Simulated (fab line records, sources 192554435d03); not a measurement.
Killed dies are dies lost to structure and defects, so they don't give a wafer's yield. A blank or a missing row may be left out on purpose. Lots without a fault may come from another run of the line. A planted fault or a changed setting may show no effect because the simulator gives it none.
Which tool did it? | flow n5_finfet | 24 lots, 72 wafers sampled, at 5 steps of a route of 1938

WHAT THE GAUGES READ, wafer by wafer
N5_BEOL_M12_INSPECT_12: inspects for defects (macro).
lot  | measured     | on                | raw_defect_count
L074 | day 11 09:56 | defect_inspect-01 | 2 3 1
L075 | day 11 12:08 | defect_inspect-02 | 4 0 2
L076 | day 11 20:12 | defect_inspect-01 | 1 2 3
L079 | day 12 02:10 | defect_inspect-02 | 1 2 2
L077 | day 12 15:20 | defect_inspect-02 | 2 3 3
L078 | day 12 22:31 | defect_inspect-02 | 0 4 2
L081 | day 13 05:34 | defect_inspect-01 | 4 1 4
L080 | day 13 10:38 | defect_inspect-02 | 1 4 1
L082 | day 13 14:00 | defect_inspect-02 | 3 1 3
L083 | day 13 15:07 | defect_inspect-01 | 3 3 3
L084 | day 13 17:48 | defect_inspect-01 | 1 4 1
L085 | day 13 19:55 | defect_inspect-01 | 1 2 3
L086 | day 14 15:11 | defect_inspect-01 | 0 3 1
L087 | day 14 21:45 | defect_inspect-01 | 1 2 0
L090 | day 15 01:12 | defect_inspect-01 | 1 5 5
L088 | day 15 05:14 | defect_inspect-01 | 6 2 2
L089 | day 15 05:26 | defect_inspect-01 | 2 1 4
L092 | day 15 12:34 | defect_inspect-02 | 1 0 2
L091 | day 15 18:37 | defect_inspect-01 | 1 1 2
L093 | day 16 00:56 | defect_inspect-01 | 3 2 0
L095 | day 16 08:38 | defect_inspect-02 | 3 2 1
L094 | day 16 08:56 | defect_inspect-02 | 2 3 3
L096 | day 17 10:52 | defect_inspect-02 | 2 2 3
L097 | day 18 22:06 | defect_inspect-01 | 2 4 0

N5_BEOL_M12_INSPECT_30: inspects for defects (macro).
lot  | measured     | on                | raw_defect_count
L074 | day 11 10:58 | defect_inspect-02 | 2 4 8
L075 | day 11 13:02 | defect_inspect-02 | 3 1 2
L076 | day 11 21:14 | defect_inspect-01 | 2 6 2
L079 | day 12 03:08 | defect_inspect-01 | 3 4 2
L077 | day 12 16:14 | defect_inspect-02 | 2 1 1
L078 | day 12 23:28 | defect_inspect-01 | 3 1 2
L081 | day 13 06:36 | defect_inspect-01 | 1 7 3
L080 | day 13 11:32 | defect_inspect-02 | 4 0 2
L082 | day 13 15:05 | defect_inspect-01 | 0 1 1
L083 | day 13 16:09 | defect_inspect-01 | 3 1 1
L084 | day 13 18:44 | defect_inspect-01 | 2 2 2
L085 | day 13 20:50 | defect_inspect-02 | 2 0 2
L086 | day 14 16:05 | defect_inspect-01 | 1 1 1
L087 | day 14 22:39 | defect_inspect-01 | 2 2 3
L090 | day 15 02:07 | defect_inspect-02 | 3 0 1
L088 | day 15 06:09 | defect_inspect-01 | 3 3 3
L089 | day 15 06:35 | defect_inspect-02 | 3 2 2
L092 | day 15 13:36 | defect_inspect-02 | 1 1 2
L091 | day 15 19:31 | defect_inspect-01 | 2 2 2
L093 | day 16 01:58 | defect_inspect-02 | 4 5 2
L095 | day 16 09:41 | defect_inspect-01 | 3 2 1
L094 | day 16 10:01 | defect_inspect-01 | 3 1 5
L096 | day 17 12:13 | defect_inspect-02 | 5 3 1
L097 | day 18 23:01 | defect_inspect-02 | 1 0 2

WHICH TOOL RAN EACH LOT (tool, then ch and the chambers of the sampled wafers, then the start)
lot  | N5_BEOL_M11_CMP_52            | N5_BEOL_M12_VIA_ETCH_16            | N5_BEOL_M12_STRIP_64
L074 | cmp-02 ch 2,3, day 11 09:01   | rie_diel-02 ch 0,1,3, day 11 10:09 | plasma_asher-02 ch 0,1, day 11 10:20
L075 | cmp-02 ch 0,1,2, day 11 11:02 | rie_diel-02 ch 0,3, day 11 12:15   | plasma_asher-02 ch 0,1, day 11 12:31
L076 | cmp-02 ch 0,1, day 11 19:14   | rie_diel-02 ch 0,3, day 11 20:19   | plasma_asher-02 ch 0,1, day 11 20:35
L079 | cmp-02 ch 0,1,2, day 12 01:13 | rie_diel-04 ch 0,1,2, day 12 02:20 | plasma_asher-01 ch 0,1, day 12 02:36
L077 | cmp-02 ch 1,3, day 12 14:22   | rie_diel-02 ch 0,1, day 12 15:27   | plasma_asher-01 ch 0, day 12 15:43
L078 | cmp-02 ch 0,1,3, day 12 21:38 | rie_diel-04 ch 0,2,3, day 12 22:40 | plasma_asher-02 ch 0,1, day 12 22:56
L081 | cmp-02 ch 0,3, day 13 04:26   | rie_diel-02 ch 0,1, day 13 05:41   | plasma_asher-02 ch 0,1, day 13 05:58
L080 | cmp-04 ch 2,3, day 13 09:29   | rie_diel-01 ch 0,2,3, day 13 10:46 | plasma_asher-02 ch 0,1, day 13 11:01
L082 | cmp-02 ch 0,1,3, day 13 13:01 | rie_diel-04 ch 0,2, day 13 14:07   | plasma_asher-02 ch 0,1, day 13 14:23
L083 | cmp-04 ch 1,2,3, day 13 14:05 | rie_diel-01 ch 0,3, day 13 15:14   | plasma_asher-02 ch 0,1, day 13 15:30
L084 | cmp-04 ch 0,2,3, day 13 16:38 | rie_diel-01 ch 1,2,3, day 13 17:55 | plasma_asher-01 ch 0,1, day 13 18:11
L085 | cmp-04 ch 1,2,3, day 13 18:54 | rie_diel-02 ch 0,2,3, day 13 20:02 | plasma_asher-01 ch 0,1, day 13 20:19
L086 | cmp-03 ch 0,2,3, day 14 14:14 | rie_diel-04 ch 2,3, day 14 15:19   | plasma_asher-01 ch 0,1, day 14 15:35
L087 | cmp-03 ch 0,1, day 14 20:46   | rie_diel-04 ch 0,1, day 14 21:52   | plasma_asher-01 ch 0,1, day 14 22:08
L090 | cmp-04 ch 0,1,3, day 15 00:06 | rie_diel-01 ch 0,1,3, day 15 01:19 | plasma_asher-02 ch 0,1, day 15 01:35
L088 | cmp-02 ch 0,2,3, day 15 04:13 | rie_diel-02 ch 1,3, day 15 05:22   | plasma_asher-02 ch 0,1, day 15 05:37
L089 | cmp-04 ch 0,2,3, day 15 04:28 | rie_diel-01 ch 0,1,3, day 15 05:40 | plasma_asher-01 ch 0,1, day 15 05:56
L092 | cmp-03 ch 0,1,2, day 15 11:42 | rie_diel-04 ch 0,1, day 15 12:41   | plasma_asher-01 ch 0,1, day 15 12:56
L091 | cmp-03 ch 2,3, day 15 17:31   | rie_diel-02 ch 0,2,3, day 15 18:44 | plasma_asher-02 ch 0,1, day 15 19:01
L093 | cmp-02 ch 0,1,3, day 16 00:02 | rie_diel-04 ch 0,1,2, day 16 01:04 | plasma_asher-01 ch 0,1, day 16 01:19
L095 | cmp-04 ch 0,2, day 16 07:35   | rie_diel-04 ch 0,1, day 16 08:46   | plasma_asher-02 ch 0,1, day 16 09:01
L094 | cmp-02 ch 0,1,2, day 16 07:58 | rie_diel-02 ch 2,3, day 16 09:14   | plasma_asher-02 ch 0,1, day 16 09:30
L096 | cmp-03 ch 0,1,2, day 17 09:56 | rie_diel-01 ch 2,3, day 17 11:18   | plasma_asher-01 ch 1, day 17 11:34
L097 | cmp-04 ch 0,2,3, day 18 21:06 | rie_diel-04 ch 0,1,3, day 18 22:13 | plasma_asher-02 ch 0,1, day 18 22:29
- N5_BEOL_M11_CMP_52: polishes, stops on SiCOH lowk, t overpolish 7 s, target thk 140 nm.
- N5_BEOL_M12_VIA_ETCH_16: etches SiOC in C4F8/O2/Ar, target depth 724.8 nm.
- N5_BEOL_M12_STRIP_64: strips in N2/H2.

WHAT THE TOOLS THEMSELVES READ (means of the sampled wafers that have a number; where no wafer has one, the mark that the record gives instead)
N5_BEOL_M11_CMP_52.
lot  | tool   | barrier_field_endpoint_s (s) | head_pressure_psi (psi) | motor_current_A (A) | overpolish_run_s (s) | time_to_endpoint_s (s)
L074 | cmp-02 | 29.4                         | 1.0000                  | 6.1                 | 7.000                | 64.8
L075 | cmp-02 | 29.8                         | 0.9999                  | 6.3                 | 6.996                | 67.8
L076 | cmp-02 | 28.8                         | 0.9996                  | 5.8                 | 7.004                | 67.9
L079 | cmp-02 | 29.5                         | 1.0008                  | 6.1                 | 7.002                | 65.2
L077 | cmp-02 | 28.3                         | 0.9980                  | 5.8                 | 7.007                | 65.3
L078 | cmp-02 | 28.6                         | 1.0006                  | 6.1                 | 6.999                | 63.9
L081 | cmp-02 | 28.5                         | 0.9982                  | 5.9                 | 7.010                | 62.3
L080 | cmp-04 | 29.5                         | 0.9981                  | 6.1                 | 7.003                | 68.3
L082 | cmp-02 | 29.4                         | 1.0007                  | 5.8                 | 7.005                | 67.8
L083 | cmp-04 | 28.3                         | 0.9985                  | 6.0                 | 6.999                | 62.9
L084 | cmp-04 | 28.7                         | 1.0019                  | 6.3                 | 6.993                | 62.6
L085 | cmp-04 | 29.3                         | 0.9973                  | 6.0                 | 7.003                | 65.2
L086 | cmp-03 | 29.6                         | 0.9984                  | 5.9                 | 7.002                | 67.1
L087 | cmp-03 | 29.2                         | 0.9996                  | 6.1                 | 6.991                | 67.3
L090 | cmp-04 | 28.6                         | 0.9982                  | 6.3                 | 7.000                | 64.3
L088 | cmp-02 | 28.3                         | 1.0013                  | 6.0                 | 7.005                | 64.0
L089 | cmp-04 | 29.8                         | 1.0005                  | 6.3                 | 6.996                | 69.2
L092 | cmp-03 | 29.1                         | 1.0018                  | 5.8                 | 7.001                | 65.6
L091 | cmp-03 | 28.7                         | 1.0001                  | 5.6                 | 7.000                | 64.7
L093 | cmp-02 | 29.0                         | 0.9975                  | 6.0                 | 6.994                | 66.3
L095 | cmp-04 | 28.3                         | 0.9994                  | 7.1                 | 6.994                | 65.5
L094 | cmp-02 | 29.1                         | 0.9983                  | 5.9                 | 6.995                | 67.6
L096 | cmp-03 | 29.1                         | 0.9985                  | 5.8                 | 7.001                | 69.6
L097 | cmp-04 | 28.2                         | 1.0000                  | 6.5                 | 7.001                | 64.9

N5_BEOL_M12_VIA_ETCH_16.
lot  | tool        | drypump_motor_current_A (A) | oes_product_au (a.u.) | rf_vpp_V (V) | showerhead_plenum_p_Torr (Torr) | throttle_valve_pct (%)
L074 | rie_diel-02 | 5.6                         | 0.73                  | 665          | 3.41                            | 24.04
L075 | rie_diel-02 | 5.4                         | 0.71                  | 665          | 3.44                            | 24.05
L076 | rie_diel-02 | 5.4                         | 0.71                  | 665          | 3.44                            | 24.05
L079 | rie_diel-04 | 6.0                         | 0.71                  | 667          | 3.46                            | 24.11
L077 | rie_diel-02 | 5.6                         | 0.66                  | 663          | 3.33                            | 24.18
L078 | rie_diel-04 | 5.8                         | 0.71                  | 667          | 3.44                            | 24.08
L081 | rie_diel-02 | 5.5                         | 0.66                  | 663          | 3.32                            | 24.19
L080 | rie_diel-01 | 5.4                         | 0.70                  | 667          | 3.52                            | 24.17
L082 | rie_diel-04 | 5.7                         | 0.72                  | 665          | 3.41                            | 24.07
L083 | rie_diel-01 | 4.9                         | 0.67                  | 666          | 3.44                            | 24.21
L084 | rie_diel-01 | 5.5                         | 0.76                  | 668          | 3.50                            | 24.04
L085 | rie_diel-02 | 5.6                         | 0.75                  | 667          | 3.51                            | 24.07
L086 | rie_diel-04 | 5.8                         | 0.67                  | 663          | 3.35                            | 24.19
L087 | rie_diel-04 | 5.9                         | 0.80                  | 670          | 3.53                            | 23.93
L090 | rie_diel-01 | 5.0                         | 0.71                  | 666          | 3.42                            | 24.11
L088 | rie_diel-02 | 5.7                         | 0.70                  | 663          | 3.35                            | 24.10
L089 | rie_diel-01 | 5.0                         | 0.72                  | 667          | 3.42                            | 24.11
L092 | rie_diel-04 | 6.2                         | 0.82                  | 669          | 3.50                            | 23.97
L091 | rie_diel-02 | 5.6                         | 0.82                  | 668          | 3.50                            | 23.99
L093 | rie_diel-04 | 5.9                         | 0.75                  | 667          | 3.45                            | 24.03
L095 | rie_diel-04 | 6.2                         | 0.80                  | 668          | 3.50                            | 23.99
L094 | rie_diel-02 | 5.8                         | 0.79                  | 669          | 3.57                            | 24.12
L096 | rie_diel-01 | 5.4                         | 0.70                  | 670          | 3.56                            | 24.06
L097 | rie_diel-04 | 6.0                         | 0.70                  | 668          | 3.46                            | 24.09

N5_BEOL_M12_STRIP_64.
lot  | tool            | drypump_motor_current_A (A) | h2_flow_sccm (sccm) | heater_power_w (W) | oes_product_au (a.u.) | strip_time_to_endpoint_s (s)
L074 | plasma_asher-02 | 6.0                         | 3252                | 322                | 0.718                 | 31.40
L075 | plasma_asher-02 | 6.0                         | 3246                | 325                | 0.712                 | 31.39
L076 | plasma_asher-02 | 6.0                         | 3252                | 329                | 0.715                 | 31.29
L079 | plasma_asher-01 | 5.5                         | 3245                | 292                | 0.716                 | 31.39
L077 | plasma_asher-01 | 5.2                         | 3249                | 368                | 0.714                 | 31.27
L078 | plasma_asher-02 | 6.0                         | 3259                | 324                | 0.714                 | 31.40
L081 | plasma_asher-02 | 6.1                         | 3253                | 321                | 0.707                 | 31.34
L080 | plasma_asher-02 | 5.9                         | 3256                | 323                | 0.715                 | 31.45
L082 | plasma_asher-02 | 6.0                         | 3242                | 327                | 0.715                 | 31.25
L083 | plasma_asher-02 | 6.0                         | 3254                | 325                | 0.714                 | 31.35
L084 | plasma_asher-01 | 5.5                         | 3249                | 298                | 0.716                 | 31.27
L085 | plasma_asher-01 | 5.5                         | 3245                | 293                | 0.715                 | 31.24
L086 | plasma_asher-01 | 5.4                         | 3249                | 328                | 0.715                 | 31.33
L087 | plasma_asher-01 | 5.5                         | 3254                | 296                | 0.714                 | 31.39
L090 | plasma_asher-02 | 6.0                         | 3250                | 327                | 0.718                 | 31.42
L088 | plasma_asher-02 | 5.9                         | 3241                | 318                | 0.718                 | 31.27
L089 | plasma_asher-01 | 5.3                         | 3253                | 331                | 0.719                 | 31.38
L092 | plasma_asher-01 | 5.4                         | 3243                | 326                | 0.715                 | 31.26
L091 | plasma_asher-02 | 5.9                         | 3251                | 322                | 0.718                 | 31.39
L093 | plasma_asher-01 | 5.5                         | 3257                | 292                | 0.714                 | 31.32
L095 | plasma_asher-02 | 6.1                         | 3246                | 323                | 0.717                 | 31.35
L094 | plasma_asher-02 | 5.9                         | 3247                | 321                | 0.714                 | 31.32
L096 | plasma_asher-01 | 5.7                         | 3252                | 257                | 0.714                 | 31.28
L097 | plasma_asher-02 | 5.9                         | 3249                | 319                | 0.718                 | 31.21

THE ANSWER, worked out from the rows above alone
Rule: what is usual is taken from the lots themselves. Put in order of their means at a reading, lots are off if they are a third of the lots or fewer, leave a main group of 4 or more, and stand apart from it by a gap of 3 or more times the standard deviation of the main group's means; of several such gaps the widest counts. A main group whose means are all the same, to the digits that the tables above print for the reading, isn't used. A lot without any number at a reading at which 4 lots or more have one is off too. The other lots that the step has rows for count as sound. The gauges are gone through in route order, then the tools' own readings, and for those a lot's mean is taken as printed above. The first step at which some lot is off is used, and at that step the reading that is off furthest; a lot without a number counts as furthest.
No lot is off at any reading shown: from this, nothing can be told.

WHAT THE SIMULATOR HAD PUT IN
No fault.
